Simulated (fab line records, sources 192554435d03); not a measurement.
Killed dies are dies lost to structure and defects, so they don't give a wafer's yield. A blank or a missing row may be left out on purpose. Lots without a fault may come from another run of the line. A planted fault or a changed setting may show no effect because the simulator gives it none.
fab line records | flow n5_finfet
record lots=10 wafers=30 last_day=17
route steps=1938 shown BEOL_M10@1527 BEOL_M11@1537 PASSIVATION@1936
lots that met no fault: from a run of the same line without faults
start_h: hours from the record's first day to the start of the lot's first wafer shown | wait_h: hours since the lot's step before | " the same as in the row above | L1.1+2: a row that stands for several wafers | - no value, or no start given | * or withheld: withheld | < > ~ a bound
route shown NAME@n: a module of which the file shows steps, and the number in the route of the first | usual: mean/standard deviation of fault-free wafers | same: alike in all rows | chamber/n: place in a boat | sites: the reading at each site | _std_site: their standard deviation | _edge_site: outer sites' mean less inner sites' | radius_mm: how far each site lies from the wafer's centre | mask NAME#n: copy n | behind: the tool/chamber that last shaped the wafer | hold: why the lot was held/for how many hours/how that ended | device: the transistor (n, p or np) that didn't switch | end of line: the same wafers' tests at the end of the route | a step without rows: its recipe alone | killed: dies lost to structure and defects at the first sort, not the wafer's yield | map: a wafer's dies, x killed, . not, _ none there
set.NAME: the setting as run; set.NAME@STEP: as run at that earlier step | model.NAME: the simulator's own value behind a step, which no gauge read
steps of the route over a sample of lots; a table a step, a row a wafer
services: from which hour (start_h, from the record's first day; less than 0 if before it) a tool's chamber was out of use, for how many hours, and why
## steps
# step N5_BEOL_M10_SPUTTER_48
# recipe material=Cu target_thk_a=120 temp_c=-20 bias_v=60 power_w=26000 chamber_pressure_pa=0.13 time_s=2
# usual susceptor_temp_C=-19.99/0.11 throttle_valve_pct=29.9/1.1
# columns lot.wafer tool chamber start_h wait_h susceptor_temp_C throttle_valve_pct
L169.1 pvd_sputter-02 - 217.07 0.1 -19.85 29.3
L169.3 " - " " -19.99 30.0
L169.6 " - " " -19.99 30.4
L172.2 pvd_sputter-01 - 236.03 0.3 -19.98 28.1
L172.3 " - " " -20.02 31.7
L172.6 " - " " -19.97 30.1
L170.1 pvd_sputter-01 - 236.15 0.3 -19.99 31.7
L170.4 " - " " -20.20 30.4
L170.5 " - " " -20.00 28.4
L173.1 pvd_sputter-02 - 238.89 0.1 -20.05 30.3
L173.5 " - " " -19.94 30.1
L173.6 " - " " -20.10 30.2
L171.4 pvd_sputter-03 - 240.65 1.2 -20.09 29.3
L171.5 " - " " -20.10 29.5
L171.6 " - " " -20.07 29.1
L176.2 pvd_sputter-02 - 249.25 0.1 -19.90 29.2
L176.3 " - " " -19.99 30.5
L176.6 " - " " -19.70 30.0
L174.1 pvd_sputter-03 - 253.90 0.1 -19.84 28.7
L174.4 " - " " -20.00 29.2
L174.5 " - " " -19.86 30.4
L181.2 pvd_sputter-03 - 304.82 0.1 -20.14 29.0
L181.3 " - " " -19.88 30.2
L181.6 " - " " -20.00 27.6
L182.1 pvd_sputter-01 - 314.83 0.1 -20.16 30.5
L182.5 " - " " -20.32 28.4
L182.6 " - " " -20.05 31.8
L191.2 pvd_sputter-01 - 356.33 0.1 -20.26 31.9
L191.4 " - " " -20.11 27.9
L191.5 " - " " -19.93 30.7
# step N5_BEOL_M10_PRE_CLEAN_55
# recipe gas=NH3 time_s=15 temp_c=withheld rf_power_w=300
# columns lot.wafer tool chamber start_h wait_h
L169.1+3+6 pecvd-01 0,1,0 218.46 0.0
L172.2+3+6 pecvd-01 1,2,1 237.02 0.0
L170.1+4+5 pecvd-03 0,0,2 237.16 0.0
L173.1+5+6 pecvd-01 1,2,1 239.84 0.0
L171.4+5+6 pecvd-03 0,1,2 241.68 0.0
L176.2+3+6 pecvd-03 0,0,2 250.30 0.0
L174.1+4+5 pecvd-02 1,0,2 255.29 0.0
L181.2+3+6 pecvd-01 0,1,2 305.96 0.0
L182.1+5+6 pecvd-01 0,2,1 315.76 0.0
L191.2+4+5 pecvd-02 2,2,1 357.19 0.0
# step N5_BEOL_M10_INSPECT_58
# recipe inspect_instrument=darkfield mode=post_dep
# usual raw_defect_count=75/30
# columns lot.wafer tool chamber start_h wait_h raw_defect_count
L169.1 defect_inspect-02 - 218.62 0.0 118
L169.3 " - " " 114
L169.6 " - " " 60
L172.2 defect_inspect-02 - 237.15 0.0 66
L172.3 " - " " 51
L172.6 " - " " 67
L170.1 defect_inspect-01 - 237.28 0.0 48
L170.4 " - " " 74
L170.5 " - " " 78
L173.1 defect_inspect-02 - 239.97 0.0 104
L173.5 " - " " 87
L173.6 " - " " 75
L171.4 defect_inspect-02 - 241.79 0.0 59
L171.5 " - " " 73
L171.6 " - " " 58
L176.2 defect_inspect-02 - 250.46 0.0 62
L176.3 " - " " 74
L176.6 " - " " 54
L174.1 defect_inspect-02 - 255.41 0.0 49
L174.4 " - " " 40
L174.5 " - " " 72
L181.2 defect_inspect-01 - 306.08 0.0 537
L181.3 " - " " 496
L181.6 " - " " 534
L182.1 defect_inspect-01 - 315.89 0.0 540
L182.5 " - " " 507
L182.6 " - " " 468
L191.2 defect_inspect-02 - 357.31 0.0 70
L191.4 " - " " 112
L191.5 " - " " 116
# step N5_BEOL_M11_CURE_71
# recipe temp_c=385 time_s=240 ambient=He/Ar material=SiCOH_lowk
# usual lamp_power_pct=52.32/0.052 wafer_temp_C_max=386.8/0.74
# columns lot.wafer tool chamber start_h wait_h lamp_power_pct wafer_temp_C_max
L169.1 uv_cure-02 2 218.73 0.0 52.39 385.9
L169.3 " 2 " " 52.28 385.8
L169.6 " 2 " " 52.27 385.7
L172.2 uv_cure-03 2 237.37 0.2 52.31 387.8
L172.3 " 2 " " 52.36 387.1
L172.6 " 2 " " 52.30 386.6
L170.1 uv_cure-02 1 237.41 0.1 52.23 387.7
L170.4 " 1 " " 52.37 387.6
L170.5 " 1 " " 52.39 388.1
L173.1 uv_cure-01 1 240.11 0.1 52.36 387.9
L173.5 " 1 " " 52.36 387.2
L173.6 " 1 " " 52.36 387.1
L171.4 uv_cure-01 0 242.14 0.3 52.33 386.9
L171.5 " 0 " " 52.38 387.0
L171.6 " 0 " " 52.26 386.3
L176.2 uv_cure-02 1 250.65 0.1 52.26 387.1
L176.3 " 1 " " 52.34 387.9
L176.6 " 1 " " 52.31 387.4
L174.1 uv_cure-02 2 255.52 0.0 52.35 385.8
L174.4 " 2 " " 52.26 386.1
L174.5 " 2 " " 52.34 386.5
L181.2 uv_cure-01 0 306.28 0.1 52.34 386.6
L181.3 " 0 " " 52.41 386.8
L181.6 " 0 " " 52.38 386.7
L182.1 uv_cure-03 1 316.00 0.0 52.39 386.1
L182.5 " 1 " " 52.30 386.6
L182.6 " 1 " " 52.32 386.6
L191.2 uv_cure-02 1 357.51 0.1 52.29 387.6
L191.4 " 1 " " 52.37 387.0
L191.5 " 1 " " 52.31 387.5
# step N5_BEOL_M11_PECVD_70
# recipe material=SiO2 target_thk_a=200 temp_c=400 precursor=TEOS/O2 pressure_torr=5.5 rf_w=450 teos_flow_sccm=53.8 gas=O2 flow_sccm=3000 time_s=22.7
# usual chamber_pressure_Torr=5.497/0.011 heater_power_w=633/62 showerhead_plenum_p_Torr=8.79/0.077 susceptor_temp_C=399.99/0.21 throttle_valve_pct=22.3/1.7
# columns lot.wafer tool chamber start_h wait_h chamber_pressure_Torr heater_power_w showerhead_plenum_p_Torr susceptor_temp_C throttle_valve_pct
L169.1 pecvd-02 2 219.28 0.0 5.494 633 8.70 400.07 21.1
L169.3 " 1 " " 5.486 612 8.90 399.65 25.5
L169.6 " 2 " " 5.501 630 8.68 400.02 21.1
L172.2 pecvd-04 2 237.84 0.0 5.500 617 8.78 400.02 22.2
L172.3 " 1 " " 5.496 744 8.81 400.09 21.9
L172.6 " 2 " " 5.495 604 8.81 400.14 22.3
L170.1 pecvd-02 1 237.96 0.0 5.507 535 8.90 399.87 25.4
L170.4 " 0 " " 5.491 633 8.79 400.19 20.9
L170.5 " 1 " " 5.499 547 8.93 400.07 25.3
L173.1 pecvd-04 2 240.66 0.0 5.488 601 8.80 400.04 22.6
L173.5 " 1 " " 5.498 702 8.83 400.19 22.3
L173.6 " 2 " " 5.484 584 8.82 400.17 22.3
L171.4 pecvd-04 1 242.47 0.1 5.482 652 8.83 400.26 22.3
L171.5 " 2 " " 5.496 558 8.80 399.61 22.4
L171.6 " 1 " " 5.500 661 8.84 399.74 22.3
L176.2 pecvd-02 1 251.12 0.0 5.500 591 8.91 399.92 25.5
L176.3 " 0 " " 5.497 638 8.80 399.96 21.1
L176.6 " 2 " " 5.493 764 8.70 399.87 20.9
L174.1 pecvd-02 2 256.55 0.0 5.501 748 8.73 399.86 21.3
L174.4 " 0 " " 5.503 590 8.82 400.02 21.1
L174.5 " 2 " " 5.497 747 8.72 400.30 21.1
L181.2 pecvd-04 2 306.75 0.0 5.487 557 8.78 399.70 22.6
L181.3 " 1 " " 5.507 732 8.84 400.36 22.2
L181.6 " 2 " " 5.494 572 8.82 399.97 22.4
L182.1 pecvd-03 1 317.04 0.0 5.482 589 8.65 400.04 20.5
L182.5 " 1 " " 5.487 590 8.64 399.97 20.7
L182.6 " 2 " " 5.486 627 8.73 400.05 21.1
L191.2 pecvd-04 2 357.98 0.0 5.500 546 8.80 400.02 22.3
L191.4 " 0 " " 5.491 648 8.74 400.34 21.0
L191.5 " 2 " " 5.490 537 8.81 399.87 22.4
# step N5_BEOL_M11_INSPECT_13
# recipe mode=adi inspect_instrument=brightfield
# usual raw_defect_count=456/120
# columns lot.wafer tool chamber start_h wait_h raw_defect_count
L169.1 defect_inspect-02 - 220.41 0.0 785
L169.3 " - " " 617
L169.6 " - " " 511
L172.2 defect_inspect-01 - 238.76 0.0 437
L172.3 " - " " 403
L172.6 " - " " 382
L170.1 defect_inspect-01 - 238.96 0.0 416
L170.4 " - " " 405
L170.5 " - " " 437
L173.1 defect_inspect-01 - 242.01 0.0 372
L173.5 " - " " 374
L173.6 " - " " 500
L171.4 defect_inspect-02 - 243.11 0.0 358
L171.5 " - " " 387
L171.6 " - " " 469
L176.2 defect_inspect-02 - 253.95 0.0 424
L176.3 " - " " 518
L176.6 " - " " 388
L174.1 defect_inspect-01 - 257.45 0.0 824
L174.4 " - " " 467
L174.5 " - " " 430
L181.2 defect_inspect-01 - 308.10 0.0 989
L181.3 " - " " 903
L181.6 " - " " 1057
L182.1 defect_inspect-02 - 317.67 0.0 843
L182.5 " - " " 811
L182.6 " - " " 792
L191.2 defect_inspect-02 - 359.32 0.0 532
L191.4 " - " " 491
L191.5 " - " " 553
# step N5_PASSIVATION_PROBE_49
# usual defect_limited_yield=91.3/1.5 killed_at_M0_to_M3=35/8.7 killed_at_M4_up=14/5.5 killed_at_contacts=11/5.6 killed_at_front_end=39/13 killed_at_other=3.7/2.2 killed_dies=103/18 killed_on_rim=14/4.4 killed_open=69/14 killed_short=33/7.8 sort_bin_4_leakage=0.02/0.15 sort_bin_5_function=5.1/0.99 sort_bin_6_memory=3.3/0.67 sort_bin_8_speed=0.02/0.17 sort_n_pass=1077/18 sort_yield_pct=91.2/1.5
# same gross_dies=1180 killed_at_back_side=0
# columns lot.wafer tool chamber start_h wait_h defect_limited_yield[%] killed_at_M0_to_M3 killed_at_M4_up killed_at_contacts killed_at_front_end killed_at_other killed_dies killed_on_rim killed_open killed_short sort_bin_4_leakage[%] sort_bin_5_function[%] sort_bin_6_memory[%] sort_bin_8_speed[%] sort_n_pass sort_yield_pct[%]
L172.2 prober-01 - 281.91 0.1 89.2 25 13 12 74 4 128 13 89 39 0 6.4 4.2 0 1052 89.2
L172.3 prober-01 - 281.96 0.1 89.8 40 18 6 51 5 120 18 83 34 0 5.6 4.2 0.08 1059 89.7
L172.6 prober-01 - 282.11 0.3 90.8 45 8 12 40 3 108 15 70 36 0 5.6 3.3 0 1072 90.8
L181.2 prober-02 - 356.11 0.1 83.2 29 96 18 53 2 198 34 103 27 0 10.3 5.2 0 982 83.2
L181.3 prober-02 - 356.16 0.1 80.5 42 140 6 39 3 230 35 74 41 0.17 12.9 4.3 0 948 80.3
L181.6 prober-02 - 356.31 0.3 83.3 33 102 13 46 3 197 31 85 32 0 10.4 4.3 0 983 83.3
L182.1 prober-02 - 359.58 0.0 88.1 27 73 8 32 0 140 19 49 27 0 7.8 2.5 0 1040 88.1
L182.5 prober-02 - 359.78 0.2 85.5 31 99 6 34 1 171 25 60 30 0 9.2 3.3 0 1009 85.5
L182.6 prober-02 - 359.83 0.3 83.6 33 108 7 39 6 193 22 58 36 0 11.5 3.3 0 987 83.6
# killed by level:class
L172.2 STI_FIN_REVEAL:geometric_particle:open=25 FIN_SAQP:geometric_particle:open=15 MOL_CONTACT_COAG:geometric_particle:open=9 BEOL_M0_SAQP:geometric_particle:short=9 BEOL_M0_SAQP:geometric_particle:open=8 FIN_SAQP:geometric_particle:short=7 STI_FIN_REVEAL:geometric_particle:short=6 GATE_CUT:geometric_particle:short=6
L172.3 STI_FIN_REVEAL:geometric_particle:open=18 BEOL_M3:geometric_particle:open=14 FIN_SAQP:geometric_particle:open=11 BEOL_M0_SAQP:geometric_particle:short=9 BEOL_M0_SAQP:geometric_particle:open=6 STI_FIN_REVEAL:geometric_particle:short=5 BEOL_M2:geometric_particle:open=5 MOL_CONTACT_COAG:geometric_particle:open=5
L172.6 BEOL_M0_SAQP:geometric_particle:open=18 BEOL_M0_SAQP:geometric_particle:short=12 MOL_CONTACT_COAG:geometric_particle:open=11 STI_FIN_REVEAL:geometric_particle:open=9 FIN_SAQP:geometric_particle:short=6 FIN_SAQP:geometric_particle:open=5 STI_FIN_REVEAL:geometric_particle:short=5 BEOL_M3:geometric_particle:open=5
L181.2 BEOL_M10:unspecified=68 STI_FIN_REVEAL:geometric_particle:open=20 MOL_CONTACT_COAG:geometric_particle:open=16 BEOL_M4:geometric_particle:open=15 FIN_SAQP:geometric_particle:open=10 BEOL_M2:geometric_particle:open=10 BEOL_M3:geometric_particle:open=8 BEOL_M4:geometric_particle:short=7
L181.3 BEOL_M10:unspecified=115 BEOL_M4:geometric_particle:open=12 STI_FIN_REVEAL:geometric_particle:open=11 BEOL_M1:geometric_particle:open=9 BEOL_M3:geometric_particle:open=9 BEOL_M0_SAQP:geometric_particle:short=8 FIN_SAQP:geometric_particle:open=7 BEOL_M0_SAQP:geometric_particle:open=7
L181.6 BEOL_M10:unspecified=80 STI_FIN_REVEAL:geometric_particle:open=17 BEOL_M0_SAQP:geometric_particle:open=12 FIN_SAQP:geometric_particle:open=11 MOL_CONTACT_COAG:geometric_particle:open=11 BEOL_M4:geometric_particle:open=9 FIN_SAQP:geometric_particle:short=8 BEOL_M0_SAQP:geometric_particle:short=6
L182.1 BEOL_M10:unspecified=64 FIN_SAQP:geometric_particle:short=11 FIN_SAQP:geometric_particle:open=8 MOL_CONTACT_COAG:geometric_particle:open=7 BEOL_M0_SAQP:geometric_particle:open=7 BEOL_M1:geometric_particle:open=6 BEOL_M0_SAQP:geometric_particle:short=4 STI_FIN_REVEAL:geometric_particle:open=3
L182.5 BEOL_M10:unspecified=81 BEOL_M4:geometric_particle:open=10 FIN_SAQP:geometric_particle:open=9 FIN_SAQP:geometric_particle:short=9 BEOL_M0_SAQP:geometric_particle:open=9 DUMMY_GATE:geometric_particle:open=6 MOL_CONTACT_COAG:geometric_particle:open=6 BEOL_M1:geometric_particle:open=5
L182.6 BEOL_M10:unspecified=98 FIN_SAQP:geometric_particle:open=11 FIN_SAQP:geometric_particle:short=10 BEOL_M1:geometric_particle:open=6 STI_FIN_REVEAL:geometric_particle:open=5 MOL_CONTACT_COAG:geometric_particle:open=5 BEOL_M0_SAQP:geometric_particle:short=5 BEOL_M0_SAQP:geometric_particle:open=5
## services
# columns tool chamber start_h hours kind
pecvd-01 0 193.17 7.0 repair
uv_cure-02 - 201.80 1.0 pm
pecvd-01 2 202.38 - clean
uv_cure-03 - 207.06 0.8 repair
pecvd-03 2 209.27 11.5 repair
pecvd-03 1 212.26 4.4 repair
pecvd-04 - 216.52 1.1 repair
uv_cure-02 - 228.84 4.9 repair
pecvd-04 0 230.12 17.9 repair
pecvd-03 1 244.59 14.5 repair
uv_cure-01 - 247.66 8.7 repair
pecvd-01 - 270.76 0.9 repair
pvd_sputter-03 - 277.53 2.1 repair
pecvd-02 1 292.93 5.5 scheduled_down
uv_cure-02 - 303.69 7.5 pm
pecvd-03 0 305.82 12.4 repair
pecvd-04 1 317.12 3.5 repair
uv_cure-03 - 325.84 1.0 pm
pecvd-02 0 326.16 5.5 scheduled_down
uv_cure-03 - 326.84 2.8 pm
pecvd-03 - 329.15 14.6 pm
uv_cure-03 - 335.64 14.6 pm
uv_cure-03 - 350.38 1.5 repair
pecvd-03 - 351.09 5.5 pm
## key
first_sign step=N5_BEOL_M10_INSPECT_58 reading=raw_defect_count direction=up sigmas=14 usual=75 struck=514
effect step=N5_BEOL_M11_INSPECT_13 reading=raw_defect_count direction=up sigmas=3.8 usual=456 struck=899
effect step=N5_PASSIVATION_PROBE_49 reading=killed_at_M4_up direction=up sigmas=16 usual=14 struck=103
more_kills_born_at N5_BEOL_M10_PRE_CLEAN_55@pecvd-01=506
met_at N5_BEOL_M10_PRE_CLEAN_55
struck_lots L181,L182
not_acting_at N5_BEOL_M10_SPUTTER_48,N5_BEOL_M11_CURE_71,N5_BEOL_M11_PECVD_70
onset_between 239.84 305.96
fault kind=chamber_particle_source tool=pecvd-01 chamber=- onset_h=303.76 steps=N5_BEOL_M10_PRE_CLEAN_55 rate_per_visit_cm2=0.70411 end_h=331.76
